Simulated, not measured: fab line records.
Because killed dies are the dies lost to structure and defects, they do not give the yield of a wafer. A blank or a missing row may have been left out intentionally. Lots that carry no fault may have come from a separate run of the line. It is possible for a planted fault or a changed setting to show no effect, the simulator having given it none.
fab line records -- flow nand_harc
[record] lots = 6, wafers = 18, last_day = 25
route steps=1159 shown A_SLIT@787
lots untouched by any fault: they come from a run of this same line in which no faults occurred
start_h: start of the lot's first displayed wafer, in hours after the record's first day -- wait_h: hours elapsed since this lot's preceding step -- " the same as in the row above -- L1.1+2: one row covering several wafers at once -- - either no value or no given start -- * or withheld: withheld -- < > ~ a bound
route shown NAME@n: names a module that has steps shown in the file, with the first one's number in the route -- usual: mean/standard deviation of fault-free wafers -- same: alike in all rows -- chamber/n: place in a boat -- sites: per-site readings -- _std_site: the standard deviation of these -- _edge_site: inner sites' mean taken away from outer sites' mean -- radius_mm: how far each site lies from the wafer's centre -- mask NAME#n: copy n -- behind: tool/chamber where the wafer was last shaped -- hold: cause of the lot's hold/its duration in hours/its outcome -- device: transistor that didn't switch, given as n, p or np -- end of line: tests run on the same wafers once the route is complete -- for a step that has no rows: nothing shown but its recipe -- killed: count of dies lost to structure and defects at first sort (not the wafer's yield) -- map: shows each die of a wafer: x if killed, . if not, _ if none is there
set.NAME: the setting the step ran with; set.NAME@STEP: the setting that earlier step ran with -- model.NAME: the simulator's own value behind a step, which no gauge read
certain route steps with their lots: each step a table, each wafer a row
services: when a tool's chamber went out of use (start_h, in hours from the record's first day, below 0 if earlier), for how many hours, and the reason
[[steps]]
[step NHARC_A_SLIT_EXPOSE_06]
[recipe] na = 1.35, dose_mj = 60.82, mask_id = SLIT
[step NHARC_A_SLIT_PEB_07]
[recipe] peb_temp_c = 100, peb_time_s = 65
[step NHARC_A_SLIT_DEVELOP_08]
[recipe] develop_time_s = 35, dev_temp_c = 23
[step NHARC_A_SLIT_CD_MEAS_09]
[recipe] target_cd_nm = 300, landing_energy_ev = 500
[usual] cd_nm = 300.1/0.66
lot.wafer,tool,chamber,start_h,wait_h,cd_nm
L321.1,cd_sem-03,0,320.42,-,300.1
L321.2,cd_sem-03,0,320.42,-,300.2
L321.4,cd_sem-03,0,320.42,-,299.1
L324.1,cd_sem-02,0,330.27,-,299.8
L324.3,cd_sem-02,0,330.27,-,299.2
L324.6,cd_sem-02,0,330.27,-,299.1
L330.2,cd_sem-02,0,377.53,-,299.7
L330.3,cd_sem-02,0,377.53,-,300.0
L330.6,cd_sem-02,0,377.53,-,300.0
L328.2,cd_sem-03,0,379.38,-,300.7
L328.4,cd_sem-03,0,379.38,-,300.1
L328.5,cd_sem-03,0,379.38,-,300.1
L335.1,cd_sem-02,0,398.62,-,300.8
L335.4,cd_sem-02,0,398.62,-,300.8
L335.5,cd_sem-02,0,398.62,-,299.6
L343.1,cd_sem-01,0,469.69,-,300.1
L343.4,cd_sem-01,0,469.69,-,299.5
L343.5,cd_sem-01,0,469.69,-,299.4
[step NHARC_A_SLIT_OVL_MEAS_10]
[usual] overlay_x_nm = -0.2/0.98, overlay_y_nm = -0.2/0.72
lot.wafer,tool,chamber,start_h,wait_h,overlay_x_nm,overlay_y_nm
L321.1,overlay-01,-,320.51,-,0.9,-0.2
L321.2,overlay-01,-,320.51,-,1.1,-0.8
L321.4,overlay-01,-,320.51,-,1.3,-0.4
L324.1,overlay-01,-,330.36,-,-0.7,-0.9
L324.3,overlay-01,-,330.36,-,-0.7,-0.5
L324.6,overlay-01,-,330.36,-,-0.8,-0.8
L330.2,overlay-01,-,377.62,-,0.6,-0.3
L330.3,overlay-01,-,377.62,-,0.5,0.0
L330.6,overlay-01,-,377.62,-,0.8,-0.1
L328.2,overlay-01,-,379.47,-,-1.0,-0.4
L328.4,overlay-01,-,379.47,-,-0.6,-0.3
L328.5,overlay-01,-,379.47,-,-1.1,-1.0
L335.1,overlay-02,-,398.70,-,1.9,-2.0
L335.4,overlay-02,-,398.70,-,1.4,-0.8
L335.5,overlay-02,-,398.70,-,2.3,-1.2
L343.1,overlay-02,-,469.78,-,-1.2,-0.3
L343.4,overlay-02,-,469.78,-,-1.4,-0.2
L343.5,overlay-02,-,469.78,-,-1.6,-0.6
[step NHARC_A_SLIT_INSPECT_11]
[usual] raw_defect_count = 20/9.1
lot.wafer,tool,chamber,start_h,wait_h,raw_defect_count
L321.1,defect_inspect-01,-,320.55,0.0,19
L321.2,defect_inspect-01,-,320.55,0.0,18
L321.4,defect_inspect-01,-,320.55,0.0,17
L324.1,defect_inspect-01,-,330.39,0.0,24
L324.3,defect_inspect-01,-,330.39,0.0,19
L324.6,defect_inspect-01,-,330.39,0.0,24
L330.2,defect_inspect-02,-,377.66,0.0,15
L330.3,defect_inspect-02,-,377.66,0.0,14
L330.6,defect_inspect-02,-,377.66,0.0,12
L328.2,defect_inspect-02,-,379.51,0.0,16
L328.4,defect_inspect-02,-,379.51,0.0,22
L328.5,defect_inspect-02,-,379.51,0.0,12
L335.1,defect_inspect-02,-,398.75,0.0,30
L335.4,defect_inspect-02,-,398.75,0.0,27
L335.5,defect_inspect-02,-,398.75,0.0,32
L343.1,defect_inspect-01,-,469.82,0.0,12
L343.4,defect_inspect-01,-,469.82,0.0,7
L343.5,defect_inspect-01,-,469.82,0.0,10
[step NHARC_A_SLIT_DESCUM_14]
[recipe] time_s = 3, o2_flow_sccm = 200, ar_flow_sccm = 0, bias_power_w = 0, chemistry = O2
[usual] drypump_motor_current_A = 5.7/0.43, o2_flow_sccm = 199.9/0.59, oes_product_au = 0.999/0.015, rf_vpp_V = 57.7/0.89, showerhead_plenum_p_Torr = 1.89/0.061, throttle_valve_pct = 11.311/0.0089
lot.wafer,tool,chamber,start_h,wait_h,drypump_motor_current_A,o2_flow_sccm,oes_product_au,rf_hours_counter_h,rf_vpp_V,showerhead_plenum_p_Torr,throttle_valve_pct
L321.4,rie_diel-07,0,320.61,0.1,5.6,199.0,1.018,5,58.1,1.92,11.319
L321.2,rie_diel-07,1,320.61,0.1,5.3,199.8,0.988,5,56.7,1.85,11.292
L321.1,rie_diel-07,2,320.61,0.1,6.1,200.0,1.008,7,58.6,1.96,11.313
L324.1,rie_diel-07,1,330.46,0.1,5.3,199.5,0.982,6,56.7,1.85,11.314
L324.3,rie_diel-07,3,330.46,0.1,6.3,200.5,0.991,7,56.8,1.89,11.302
L324.6,rie_diel-07,0,330.46,0.1,5.6,200.1,1.020,-,58.6,1.92,11.308
L330.2,rie_diel-07,3,377.72,0.1,6.3,200.0,1.013,10,58.4,1.89,11.320
L330.3,rie_diel-07,1,377.72,0.1,5.4,200.5,0.989,10,59.4,1.85,11.325
L330.6,rie_diel-07,3,377.72,0.1,6.3,200.6,1.007,-,58.6,1.89,11.327
L328.4,rie_diel-11,1,379.57,0.1,5.8,200.1,0.999,0,57.7,1.86,11.292
L328.2,rie_diel-11,3,379.57,0.1,6.4,200.5,1.009,0,55.8,1.85,11.319
L328.5,rie_diel-11,2,379.57,0.1,5.0,200.0,0.966,-,58.1,1.89,11.311
L335.1,rie_diel-07,3,398.81,0.1,6.3,200.3,1.016,13,58.6,1.89,11.307
L335.4,rie_diel-07,0,398.81,0.1,5.6,199.2,1.004,11,58.3,1.92,11.318
L335.5,rie_diel-07,0,398.81,0.1,5.6,198.8,1.008,-,56.7,1.92,11.278
L343.4,rie_diel-11,3,469.88,0.1,6.4,200.7,1.017,7,58.9,1.85,11.309
L343.1,rie_diel-11,0,469.88,0.1,5.7,200.6,0.977,7,58.3,1.94,11.292
L343.5,rie_diel-11,0,469.88,0.1,5.7,199.6,0.984,-,57.6,1.94,11.299
[step NHARC_A_SLIT_ETCH_24]
[recipe] target_depth_a = 1210, time_s = 60.5, cf4_flow_sccm = 100, chf3_flow_sccm = 30, ar_flow_sccm = 0, rf_w = 500, bias_w = 200, chemistry = CF4/CHF3
[usual] chf3_flow_sccm = 30.00/0.092, drypump_motor_current_A = 5.7/0.43, oes_product_au = 0.964/0.023, rf_vpp_V = 370.1/1.9, run_length_s = 81.8/0.43, showerhead_plenum_p_Torr = 1.56/0.047, throttle_valve_pct = 16.803/0.009
lot.wafer,tool,chamber,start_h,wait_h,chf3_flow_sccm,drypump_motor_current_A,oes_product_au,rf_hours_counter_h,rf_vpp_V,run_length_s,showerhead_plenum_p_Torr,throttle_valve_pct
L321.1,rie_diel-07,1,320.74,0.1,30.05,5.3,0.940,5,367.9,82.3,1.52,16.814
L321.2,rie_diel-07,2,320.74,0.1,29.95,6.1,0.975,7,373.4,82.1,1.61,16.804
L321.4,rie_diel-07,0,320.74,0.1,29.86,5.6,0.971,5,370.5,82.0,1.58,16.795
L324.3,rie_diel-07,2,330.54,0.1,29.98,6.1,0.983,8,371.8,81.8,1.61,16.798
L324.1,rie_diel-07,3,330.54,0.1,29.96,6.3,0.983,7,370.6,81.9,1.56,16.809
L324.6,rie_diel-07,3,330.54,0.1,30.00,6.3,0.983,-,370.5,82.8,1.56,16.796
L330.2,rie_diel-07,2,377.81,0.1,30.02,6.0,0.966,11,371.8,82.1,1.61,16.802
L330.3,rie_diel-07,3,377.81,0.1,29.89,6.3,0.972,10,370.6,81.9,1.56,16.818
L330.6,rie_diel-07,1,377.81,0.1,30.03,5.3,0.977,-,368.3,82.9,1.52,16.808
L328.2,rie_diel-11,3,379.66,0.1,30.14,6.4,1.006,0,369.7,81.2,1.53,16.820
L328.4,rie_diel-11,1,379.66,0.1,29.96,5.8,0.985,0,367.8,82.2,1.53,16.808
L328.5,rie_diel-11,2,379.66,0.1,29.96,5.0,0.951,-,370.0,81.7,1.55,16.797
L335.1,rie_diel-07,2,398.89,0.1,29.99,6.1,0.936,14,371.2,81.8,1.61,16.798
L335.4,rie_diel-07,1,398.89,0.1,30.16,5.4,0.916,12,367.6,82.4,1.52,16.810
L335.5,rie_diel-07,3,398.89,0.1,29.71,6.3,0.929,-,370.2,82.6,1.56,16.800
L343.4,rie_diel-11,0,469.97,0.1,29.92,5.8,0.946,7,371.3,81.4,1.59,16.803
L343.1,rie_diel-11,2,469.97,0.1,30.08,5.0,0.974,7,370.2,81.7,1.55,16.804
L343.5,rie_diel-11,3,469.97,0.1,30.09,6.5,0.978,-,368.6,81.5,1.53,16.800
[step NHARC_A_SLIT_ETCH_15]
[recipe] target_depth_a = 32000, over_etch_frac = 0.3, time_s = 832, ion_energy_ev = 150, o2_flow_sccm = 400, cos_flow_sccm = 20, ar_flow_sccm = 0, rf_w = 500, bias_w = 300, chemistry = O2/COS
[usual] drypump_motor_current_A = 5.8/0.44, o2_flow_sccm = 400.0/1.1, oes_product_au = 1.001/0.015, rf_vpp_V = 313.7/1.6, run_length_s = 853.3/0.45, showerhead_plenum_p_Torr = 3.09/0.093, throttle_valve_pct = 28.329/0.0086
lot.wafer,tool,chamber,start_h,wait_h,drypump_motor_current_A,o2_flow_sccm,oes_product_au,rf_hours_counter_h,rf_vpp_V,run_length_s,showerhead_plenum_p_Torr,throttle_valve_pct
L321.4,rie_diel-07,1,-,-,5.4,399.4,0.988,5,314.3,853.7,3.02,28.338
L321.1,rie_diel-07,3,-,-,6.3,399.2,1.004,6,314.2,853.5,3.09,28.327
L321.2,rie_diel-07,0,-,-,5.5,399.8,1.020,5,313.4,852.9,3.14,28.317
L324.1,rie_diel-07,3,-,-,6.3,399.0,0.989,7,314.2,853.7,3.09,28.325
L324.3,rie_diel-07,0,-,-,5.6,399.7,1.027,5,313.8,853.2,3.14,28.355
L324.6,rie_diel-07,2,-,-,6.1,399.4,1.006,-,315.3,853.4,3.20,28.331
L330.3,rie_diel-07,2,-,-,6.1,400.7,1.002,11,315.5,853.6,3.20,28.315
L330.2,rie_diel-07,0,-,-,5.5,399.1,1.011,9,312.3,852.9,3.14,28.339
L330.6,rie_diel-07,2,-,-,6.1,399.8,1.009,-,314.2,853.2,3.20,28.331
L328.2,rie_diel-11,1,-,-,5.8,400.8,1.013,0,312.7,853.5,3.04,28.339
L328.4,rie_diel-11,2,-,-,5.0,399.7,0.985,1,312.9,853.7,3.08,28.329
L328.5,rie_diel-11,1,-,-,5.8,401.1,1.018,-,312.8,853.5,3.03,28.345
L335.1,rie_diel-07,2,-,-,6.1,399.7,1.020,14,314.2,853.5,3.20,28.326
L335.4,rie_diel-07,3,-,-,6.3,399.2,1.017,13,313.5,853.7,3.09,28.326
L335.5,rie_diel-07,2,-,-,6.1,401.3,1.020,-,316.2,853.6,3.20,28.329
L343.4,rie_diel-11,1,-,-,5.8,400.2,1.015,7,312.6,853.8,3.03,28.329
L343.1,rie_diel-11,2,-,-,5.0,399.6,0.988,7,315.3,853.5,3.08,28.336
L343.5,rie_diel-11,1,-,-,5.8,398.1,1.016,-,312.5,853.5,3.03,28.319
[step NHARC_A_SLIT_ETCH_17]
[recipe] bias_v = 900, source_w = withheld, pressure_mtorr = 20, ar_flow_sccm = 375, c4f8_flow_sccm = 83.3, o2_flow_sccm = 41.7, time_s = 1687.5, target_depth_a = 1.01e+05, chemistry = C4F8/O2/Ar
[usual] drypump_motor_current_A = 6.01/0.26, esc_clamp_current_uA = 0.0209/0.00056, o2_flow_sccm = 41.70/0.12, run_length_s = 1689.2/0.53, showerhead_plenum_p_Torr = 3.71/0.1, throttle_valve_pct = 32.046/0.0085
lot.wafer,tool,chamber,start_h,wait_h,drypump_motor_current_A,esc_clamp_current_uA,o2_flow_sccm,rf_hours_counter_h,run_length_s,showerhead_plenum_p_Torr,throttle_valve_pct
L321.1,har_etch-02,1,325.08,-,6.39,0.0204,41.69,174,1689.7,3.56,32.054
L321.2,har_etch-02,0,325.08,-,5.84,0.0213,41.64,174,1688.2,3.84,32.045
L321.4,har_etch-02,0,325.08,-,5.82,0.0213,41.69,-,1688.3,3.84,32.053
L324.1,har_etch-01,0,331.22,-,5.70,0.0216,41.80,6,1688.7,3.80,32.058
L324.3,har_etch-01,0,331.22,-,5.70,0.0215,41.69,-,1688.6,3.80,32.050
L324.6,har_etch-01,1,331.22,-,6.19,0.0204,41.82,-,1689.6,3.69,32.038
L330.2,har_etch-01,0,378.48,-,5.74,0.0216,41.91,24,1688.9,3.79,32.059
L330.3,har_etch-01,1,378.48,-,6.18,0.0204,41.69,-,1689.7,3.68,32.051
L330.6,har_etch-01,0,378.48,-,5.72,0.0216,41.65,-,1689.1,3.79,32.030
L328.2,har_etch-01,0,380.58,-,5.70,0.0216,41.52,26,1689.4,3.79,32.059
L328.4,har_etch-01,1,380.58,-,6.17,0.0204,41.81,-,1689.8,3.68,32.040
L328.5,har_etch-01,1,380.58,-,6.18,0.0204,41.85,-,1689.7,3.68,32.046
L335.1,har_etch-02,1,402.75,-,6.35,0.0204,41.82,212,1689.5,3.54,32.055
L335.4,har_etch-02,1,402.75,-,6.36,0.0203,41.77,-,1689.6,3.54,32.045
L335.5,har_etch-02,0,402.75,-,5.81,0.0214,41.69,-,1688.6,3.82,32.045
L343.1,har_etch-02,1,471.71,-,6.36,0.0204,41.43,240,1689.5,3.53,32.046
L343.4,har_etch-02,1,471.71,-,6.33,0.0204,41.77,-,1689.4,3.53,32.042
L343.5,har_etch-02,0,471.71,-,5.81,0.0214,41.89,-,1688.7,3.80,32.044
[step NHARC_A_SLIT_ETCH_26]
[recipe] bias_v = 400, source_w = 2000, pressure_mtorr = 25, time_s = 90, ar_flow_sccm = 375, c4f8_flow_sccm = 41.7, o2_flow_sccm = 83.3, target_depth_a = 4000, chemistry = C4F8/O2/Ar
[step NHARC_A_SLIT_STRIP_28]
[recipe] o2_flow_sccm = 400, cos_flow_sccm = 20, ar_flow_sccm = 0, bias_w = 0, chemistry = O2/COS
[step NHARC_A_SLIT_ETCH_29]
[recipe] target_depth_a = 1000, overetch_a = 100, time_s = 55, ion_energy_ev = 100, cf4_flow_sccm = 80, o2_flow_sccm = 20, ar_flow_sccm = 0, rf_w = 300, bias_w = 100, chemistry = CF4/O2
[usual] drypump_motor_current_A = 5.7/0.43, o2_flow_sccm = 20.00/0.064, oes_f_703_au = 1.001/0.0045, oes_product_au = 1.001/0.014, rf_vpp_V = 197.6/1.3, run_length_s = 76.3/0.44, showerhead_plenum_p_Torr = 1.32/0.045, throttle_valve_pct = 13.397/0.0086
lot.wafer,tool,chamber,start_h,wait_h,drypump_motor_current_A,o2_flow_sccm,oes_f_703_au,oes_product_au,rf_hours_counter_h,rf_vpp_V,run_length_s,showerhead_plenum_p_Torr,throttle_valve_pct
L321.1,rie_diel-07,2,327.17,0.1,6.1,19.96,0.997,0.994,8,198.1,76.2,1.37,13.411
L321.2,rie_diel-07,3,327.17,0.1,6.3,19.94,1.006,0.992,7,198.9,76.5,1.32,13.407
L321.4,rie_diel-07,0,327.17,0.1,5.6,20.04,0.995,1.024,5,198.2,76.2,1.34,13.401
L324.3,rie_diel-07,3,333.33,0.1,6.4,19.93,1.004,1.001,7,198.7,76.5,1.32,13.389
L324.1,rie_diel-07,1,333.33,0.1,5.3,19.94,1.002,0.992,6,197.7,77.0,1.29,13.382
L324.6,rie_diel-07,3,333.33,0.1,6.3,20.02,1.000,0.993,-,197.3,76.7,1.32,13.395
L330.3,rie_diel-07,3,380.58,0.1,6.4,20.00,1.007,1.020,11,199.1,71.8,1.32,13.392
L330.2,rie_diel-07,1,380.58,0.1,5.4,20.05,1.006,0.986,10,196.0,76.7,1.29,13.393
L330.6,rie_diel-07,3,380.58,0.1,6.3,19.94,1.005,1.009,-,196.3,72.1,1.32,13.404
L328.2,rie_diel-07,1,382.44,0.1,5.4,20.02,1.000,0.996,10,196.2,76.8,1.29,13.399
L328.4,rie_diel-07,3,382.44,0.1,6.3,20.01,1.003,1.012,11,196.8,72.3,1.32,13.394
L328.5,rie_diel-07,2,382.44,0.1,6.1,19.99,1.001,1.007,-,199.0,76.5,1.37,13.407
L335.4,rie_diel-11,3,404.62,0.1,6.4,20.15,1.007,1.028,2,195.4,75.8,1.29,13.408
L335.1,rie_diel-11,0,404.62,0.1,5.8,19.99,1.008,0.973,2,198.4,75.9,1.35,13.395
L335.5,rie_diel-11,2,404.62,0.1,5.0,19.92,1.000,0.990,-,198.1,76.1,1.32,13.390
L343.4,rie_diel-05,3,473.80,0.1,6.1,20.08,1.000,0.979,8,196.4,76.1,1.27,13.394
L343.1,rie_diel-05,2,473.80,0.1,5.5,20.00,1.003,1.016,8,200.2,76.2,1.40,13.390
L343.5,rie_diel-05,3,473.80,0.1,6.1,20.00,1.005,0.980,-,196.4,76.1,1.27,13.398
[step NHARC_A_SLIT_STRIP_18]
[recipe] o2_flow_sccm = 500, ar_flow_sccm = 0, bias_w = 0, chemistry = O2
[usual] drypump_motor_current_A = 5.7/0.44, o2_flow_sccm = 499.8/1.5, oes_product_au = 1.001/0.017, rf_vpp_V = 57.8/0.84, showerhead_plenum_p_Torr = 3.50/0.11, throttle_valve_pct = 17.038/0.0082
lot.wafer,tool,chamber,start_h,wait_h,drypump_motor_current_A,o2_flow_sccm,oes_product_au,rf_hours_counter_h,rf_vpp_V,showerhead_plenum_p_Torr,throttle_valve_pct
L321.1,rie_diel-07,3,-,-,6.3,501.6,1.013,7,59.1,3.50,17.042
L321.4,rie_diel-07,0,-,-,5.6,502.3,1.016,5,58.5,3.55,17.043
L321.2,rie_diel-07,2,-,-,6.1,499.4,1.019,8,57.7,3.62,17.044
L324.3,rie_diel-07,3,-,-,6.3,500.3,1.003,7,58.0,3.50,17.023
L324.1,rie_diel-07,2,-,-,6.1,500.3,1.007,8,58.2,3.62,17.036
L324.6,rie_diel-07,3,-,-,6.3,500.1,1.006,-,56.6,3.50,17.041
L330.3,rie_diel-07,3,-,-,6.3,500.7,1.010,11,57.4,3.49,17.040
L330.2,rie_diel-07,2,-,-,6.1,502.9,1.009,12,57.8,3.61,17.050
L330.6,rie_diel-07,3,-,-,6.3,500.4,1.009,-,58.3,3.49,17.030
L328.2,rie_diel-07,3,-,-,6.3,498.3,1.023,11,58.5,3.49,17.046
L328.4,rie_diel-07,2,-,-,6.1,500.0,1.009,12,57.7,3.61,17.035
L328.5,rie_diel-07,0,-,-,5.6,500.4,1.018,-,57.9,3.55,17.030
L335.1,rie_diel-11,2,-,-,5.0,502.1,0.989,2,57.8,3.48,17.040
L335.4,rie_diel-11,0,-,-,5.8,500.2,0.986,2,57.9,3.57,17.034
L335.5,rie_diel-11,2,-,-,5.0,501.6,0.990,-,58.5,3.48,17.016
L343.4,rie_diel-05,3,-,-,6.2,500.5,0.978,8,56.5,3.36,17.040
L343.1,rie_diel-05,0,-,-,5.2,498.3,1.003,8,58.5,3.62,17.042
L343.5,rie_diel-05,2,-,-,5.5,499.6,1.026,-,56.9,3.69,17.046
[[services]]
tool,chamber,start_h,hours,kind
rie_diel-05,2,303.04,4.6,repair
har_etch-01,-,305.00,17.0,pm
rie_diel-07,0,310.73,-,clean
rie_diel-07,1,310.73,-,clean
rie_diel-07,2,310.73,-,clean
rie_diel-07,3,310.73,-,clean
rie_diel-07,0,335.23,-,clean
rie_diel-07,1,335.23,-,clean
rie_diel-07,2,335.23,-,clean
rie_diel-07,3,335.23,-,clean
har_etch-02,-,335.63,1.4,repair
rie_diel-11,1,340.15,5.4,repair
rie_diel-05,-,340.60,9.0,pm
rie_diel-05,-,351.55,0.5,repair
rie_diel-07,0,359.73,-,clean
rie_diel-07,1,359.73,-,clean
rie_diel-07,2,359.73,-,clean
rie_diel-07,3,359.73,-,clean
rie_diel-07,2,366.43,8.1,repair
rie_diel-11,-,366.60,9.0,pm
har_etch-01,-,368.45,8.9,repair
rie_diel-07,0,384.23,-,clean
rie_diel-07,-,405.23,9.0,pm
rie_diel-05,-,414.97,1.8,repair
[[key]]
[first_sign] step = NHARC_A_SLIT_ETCH_29, reading = run_length_s, direction = down, sigmas = 9.6, usual = *, struck = *
effect none on later readings
met_at NHARC_A_SLIT_ETCH_29
struck_wafers L328.4,L330.3,L330.6
sort_left_out L328.4,L330.3,L330.6
tester_left_out L328,L330
onset_between 333.33 380.58
[fault] kind = process_parameter_drift, tool = rie_diel-07, chamber = -, onset_h = 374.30, steps = NHARC_A_SLIT_ETCH_29, channel = time_s, offset = *, shape = step, end_h = 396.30, scope = struck_wafers_only, acts_in = *, stated = *
// tester_left_out: of these lots the tester's yield and bins aren't shown, on N5 and GAA mostly nor the transistor test; their killed dies are dies lost to structure and defects alone, not to doping, threshold or leakage, so they don't give the yield
// sort_left_out: the simulated sort isn't trusted on such a fault, so these wafers' sort isn't shown, and their yield isn't known
